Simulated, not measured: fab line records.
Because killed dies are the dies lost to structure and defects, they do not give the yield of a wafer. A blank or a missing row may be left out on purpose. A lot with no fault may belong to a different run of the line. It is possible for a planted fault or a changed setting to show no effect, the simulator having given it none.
Check of tool commonality -- flow nand_harc -- 9 wafers sampled across 3 lots

## WHY IT WAS OPENED
On 3 of the 3 lots, a flag is raised at NHARC_END_SORT_01 on the reading killed_at_array. No-fault wafers: 26, standard deviation 11.
Rule: a lot is flagged in two cases, either no wafer of it has a number, or all its wafers with numbers fall more than 4 standard deviations from that mean. As for the other lots, they are considered sound.

lot,measured,on,"killed_at_array, wafer by wafer",flag
L720,day 24 15:47,prober-01,674 675 673,FLAGGED
L719,day 24 23:32,prober-01,673 675 674,FLAGGED
L721,day 24 23:51,prober-02,670 670 673,FLAGGED
The numbers of the flagged lots are 673 on average: +647 against the usual, or +59 standard deviations.

## LOT BY LOT: THE TOOL USED
The record holds 4 process steps before the reading, out of a route of 1159 steps. Read each cell as the tool, then ch plus the chambers that the sampled wafers visited, then the start.
lot,flag,NHARC_A_CONTACT_DEP_24,NHARC_A_CONTACT_DESCUM_47,NHARC_A_CONTACT_ETCH_111,NHARC_A_CONTACT_ETCH_119
L720,FLAGGED,"pecvd-03 ch 1,2, day 19 15:29","rie_diel-06 ch 1,3, day 19 20:27","har_cap_etch-03 ch 0,1, day 19 21:57","har_cap_etch-03 ch 0,1, day 19 23:26"
L719,FLAGGED,"pecvd-04 ch 1,2, day 19 19:32","rie_diel-06 ch 0,1, day 19 23:04","har_cap_etch-02 ch 0,1, day 20 00:35","har_cap_etch-02 ch 0,1, day 20 01:24"
L721,FLAGGED,"pecvd-03 ch 0,2, day 20 02:32","rie_diel-13 ch 0,1,3, day 20 06:20","har_cap_etch-03 ch 0,1, day 20 07:40","har_cap_etch-03 ch 0,1, day 20 08:47"
What these steps do:
- NHARC_A_CONTACT_DEP_24: deposits SiO2, target thk 500 nm.
- NHARC_A_CONTACT_DESCUM_47: chemistry O2, time 3 s.
- NHARC_A_CONTACT_ETCH_111: etches the open film in C4F8/O2/Ar, time 140 s, target depth 700 nm.
- NHARC_A_CONTACT_ETCH_119: etches the open film in C4F8/O2/Ar, time 94 s, target depth 922 nm.
- NHARC_END_SORT_01

## FLAGGED OVER TOTAL, TOOL BY TOOL (the gauges that took the reading come last)
step,tool,lots run,flagged,share of the flagged lots,sound lots run after its first flagged lot
NHARC_A_CONTACT_DEP_24,pecvd-03,2,2,some,0
NHARC_A_CONTACT_DEP_24,pecvd-04,1,1,some,0
NHARC_A_CONTACT_DESCUM_47,rie_diel-06,2,2,some,0
NHARC_A_CONTACT_DESCUM_47,rie_diel-13,1,1,some,0
NHARC_A_CONTACT_ETCH_111,har_cap_etch-02,1,1,some,0
NHARC_A_CONTACT_ETCH_111,har_cap_etch-03,2,2,some,0
NHARC_A_CONTACT_ETCH_119,har_cap_etch-02,1,1,some,0
NHARC_A_CONTACT_ETCH_119,har_cap_etch-03,2,2,some,0
NHARC_END_SORT_01,prober-01,2,2,some,0
NHARC_END_SORT_01,prober-02,1,1,some,0

## WHAT THE TABLE ALLOWS
No row of the table ran every flagged lot.

## WHAT THE SIMULATOR HAD PUT IN
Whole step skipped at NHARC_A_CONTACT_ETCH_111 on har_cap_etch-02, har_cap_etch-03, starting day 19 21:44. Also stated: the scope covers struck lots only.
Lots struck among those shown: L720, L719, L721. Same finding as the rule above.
